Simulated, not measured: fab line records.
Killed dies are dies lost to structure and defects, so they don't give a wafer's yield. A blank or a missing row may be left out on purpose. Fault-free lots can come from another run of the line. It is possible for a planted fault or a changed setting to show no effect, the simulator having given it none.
Matching of chambers	flow nand_harc	NHARC_A_CHANNEL_HOLE_D1_ETCH_38 on rie_diel-11: 4 sister chambers
The step etches the open film in CF4, target depth 39 nm, time 65 s. 4 wafers are shown with their chamber, then 10 later ones without.

== WAFERS WITH THEIR CHAMBER ==
wafer	chamber	showerhead_plenum_p_Torr (Torr)
L305.3	0	1.69
L308.2	2	1.74
L308.5	3	1.74
L310.5	1	1.74

== WAFERS WITHOUT THEIR CHAMBER ==
wafer	showerhead_plenum_p_Torr (Torr)
L310.6	1.74
L311.4	1.74
L311.5	1.69
L311.6	1.73
L312.2	1.74
L312.3	1.74
L312.4	1.69
L315.3	1.73
L315.5	1.73
L315.6	1.69

== WHICH CHAMBER EACH WENT THROUGH ==
wafer	from the rows above	in truth
L310.6	can't be placed: 1 or 2 or 3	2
L311.4	can't be placed: 1 or 2 or 3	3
L311.5	0	0
L311.6	can't be placed: 1 or 2 or 3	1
L312.2	can't be placed: 1 or 2 or 3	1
L312.3	can't be placed: 1 or 2 or 3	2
L312.4	0	0
L315.3	can't be placed: 1 or 2 or 3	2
L315.5	can't be placed: 1 or 2 or 3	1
L315.6	0	0
Correctly placed: 3 of 10. From these rows, 7 cannot be placed; in 7 the true chamber is one of the candidates. 0 placed wrongly.
How it was worked out, from the rows above alone: a wafer's distance from a chamber is the root of the sum, over the readings, of the square of ((its reading less the chamber's mean) divided by the reading's scatter). If the next closest chamber is less than 2 further off than the closest, the wafer can't be placed; otherwise it belongs to the closest. The mean given for a chamber averages the wafers shown for that chamber. The scatter (one wafer shown for each chamber): square how far every hidden wafer sits from the nearest shown wafer, average those squares and take the square root.
